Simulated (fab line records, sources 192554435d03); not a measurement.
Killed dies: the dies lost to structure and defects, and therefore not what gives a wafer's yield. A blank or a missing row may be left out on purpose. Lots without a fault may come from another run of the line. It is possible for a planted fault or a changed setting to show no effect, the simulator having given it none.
Which tool did it? | flow n5 finfet | 72 wafers sampled from 24 lots at 1 step of a route of 1938

== WHAT THE GAUGES READ, wafer by wafer ==
N5_BEOL_M7_INSPECT_58: inspects for defects (darkfield).
lot  | measured     | on                | raw defect count
L074 | day 8 23:59  | defect inspect-02 | 85 88 69
L075 | day 9 08:27  | defect inspect-02 | 63 27 78
L076 | day 10 00:35 | defect inspect-02 | 81 87 49
L080 | day 10 22:53 | defect inspect-01 | 52 65 71
L078 | day 10 23:45 | defect inspect-02 | 71 108 111
L077 | day 10 23:57 | defect inspect-01 | 70 48 92
L079 | day 11 00:11 | defect inspect-02 | 58 72 60
L082 | day 11 00:35 | defect inspect-02 | 75 105 101
L083 | day 11 03:57 | defect inspect-02 | 49 49 47
L081 | day 11 10:15 | defect inspect-02 | 42 41 59
L084 | day 12 05:34 | defect inspect-02 | 103 68 98
L085 | day 12 10:28 | defect inspect-01 | 40 43 31
L086 | day 12 17:46 | defect inspect-02 | 38 65 71
L088 | day 12 22:24 | defect inspect-02 | 57 74 103
L087 | day 13 04:57 | defect inspect-02 | 66 114 62
L089 | day 13 17:14 | defect inspect-01 | 87 103 122
L090 | day 13 20:37 | defect inspect-02 | 76 106 41
L091 | day 14 00:43 | defect inspect-02 | 104 138 161
L092 | day 14 01:05 | defect inspect-02 | 65 88 52
L093 | day 14 05:53 | defect inspect-02 | 53 66 101
L094 | day 14 17:55 | defect inspect-02 | 84 46 76
L095 | day 14 22:56 | defect inspect-02 | 57 99 104
L096 | day 15 08:03 | defect inspect-01 | 89 104 101
L097 | day 15 10:00 | defect inspect-02 | 68 78 77

== TOOL THAT RAN EACH LOT (tool first, then ch and the chambers of the sampled wafers, then the start) ==
No process step before these readings appears in the record.

== AS READ BY THE TOOLS THEMSELVES (means over the sampled wafers that have a number; for cases with no such wafer, the mark the record gives instead) ==
The record holds no such reading with a usual standard deviation.

== THE ANSWER, worked out from the rows above alone ==
Rule: what is usual is taken from the lots themselves. The widest of any qualifying gaps counts: lots, ordered by their means at a reading, are off when they make up no more than a third of the lots, leave a main group of 4 or more, and stand apart from it by 3 or more times the standard deviation of that group's means. A main group is skipped when, at the precision printed for the reading in the tables above, its means are all equal. A lot without any number at a reading at which 4 lots or more have one is off too. The other lots that the step has rows for count as sound. Order of review: gauges by route order, followed by the tools' own readings, for which a lot's mean as printed above is used. The first step at which some lot is off is used, and at that step the reading that is off furthest; a lot without a number counts as furthest.
No lot is off at any reading shown: from this, nothing can be told.

== WHAT THE SIMULATOR PUT IN ==
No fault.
